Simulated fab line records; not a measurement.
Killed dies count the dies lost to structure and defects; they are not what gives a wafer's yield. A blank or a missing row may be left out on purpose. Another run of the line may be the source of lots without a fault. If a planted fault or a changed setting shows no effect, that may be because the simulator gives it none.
Chamber matching / flow nand harc / cmp-02 running NHARC_P_STI_CMP_21: 4 sister chambers
The step polishes, t overpolish 20 s, target thk 380.67 nm. 8 wafers are shown with their chamber, then 8 later ones without.

== WAFERS WITH THEIR CHAMBER ==
wafer=L843.5; chamber=1; motor current A (A)=13.4; overpolish run s (s)=20.004
wafer=L844.1; chamber=0; motor current A (A)=11.1; overpolish run s (s)=20.005
wafer=L845.5; chamber=2; motor current A (A)=11.9; overpolish run s (s)=19.984
wafer=L845.6; chamber=3; motor current A (A)=13.3; overpolish run s (s)=19.990
wafer=L846.2; chamber=0; motor current A (A)=12.6; overpolish run s (s)=19.982
wafer=L846.4; chamber=3; motor current A (A)=12.2; overpolish run s (s)=19.993
wafer=L846.5; chamber=1; motor current A (A)=13.3; overpolish run s (s)=20.015
wafer=L849.1; chamber=2; motor current A (A)=12.2; overpolish run s (s)=20.009

== WAFERS MISSING THEIR CHAMBER ==
wafer=L849.2; motor current A (A)=12.5; overpolish run s (s)=20.011
wafer=L849.3; motor current A (A)=11.7; overpolish run s (s)=19.997
wafer=L863.2; motor current A (A)=11.1; overpolish run s (s)=20.008
wafer=L863.4; motor current A (A)=11.8; overpolish run s (s)=20.010
wafer=L863.5; motor current A (A)=12.0; overpolish run s (s)=20.006
wafer=L865.2; motor current A (A)=13.2; overpolish run s (s)=19.996
wafer=L865.3; motor current A (A)=12.0; overpolish run s (s)=20.012
wafer=L865.6; motor current A (A)=13.7; overpolish run s (s)=19.983

== WHICH CHAMBER EACH WENT THROUGH ==
wafer=L849.2; from the rows above=can't be placed: 1 or 2 or 3 or 0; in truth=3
wafer=L849.3; from the rows above=can't be placed: 0 or 2 or 3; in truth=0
wafer=L863.2; from the rows above=can't be placed: 0 or 2 or 3 or 1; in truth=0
wafer=L863.4; from the rows above=can't be placed: 2 or 0 or 3 or 1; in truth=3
wafer=L863.5; from the rows above=can't be placed: 2 or 0 or 3 or 1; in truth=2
wafer=L865.2; from the rows above=can't be placed: 3 or 1 or 2 or 0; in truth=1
wafer=L865.3; from the rows above=can't be placed: 2 or 0 or 3 or 1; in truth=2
wafer=L865.6; from the rows above=can't be placed: 3 or 1 or 2 or 0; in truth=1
Correct placement for 0 of the 8. Unplaceable from these rows: 8, with the true chamber sitting among the candidates in 8. Wrongly placed: 0.
How it was worked out, from the rows above alone: a wafer's distance from a chamber is the root of the sum, over the readings, of the square of ((its reading less the chamber's mean) divided by the reading's scatter). The wafer belongs to the nearest chamber; if the next one is less than 2 further off, it can't be placed. For every chamber, the mean is computed from those of its wafers that are shown. How the scatter is found: for the shown wafers, subtract from each reading the mean of its chamber, square and add these, divide the total by (wafers less chambers), then take the root.
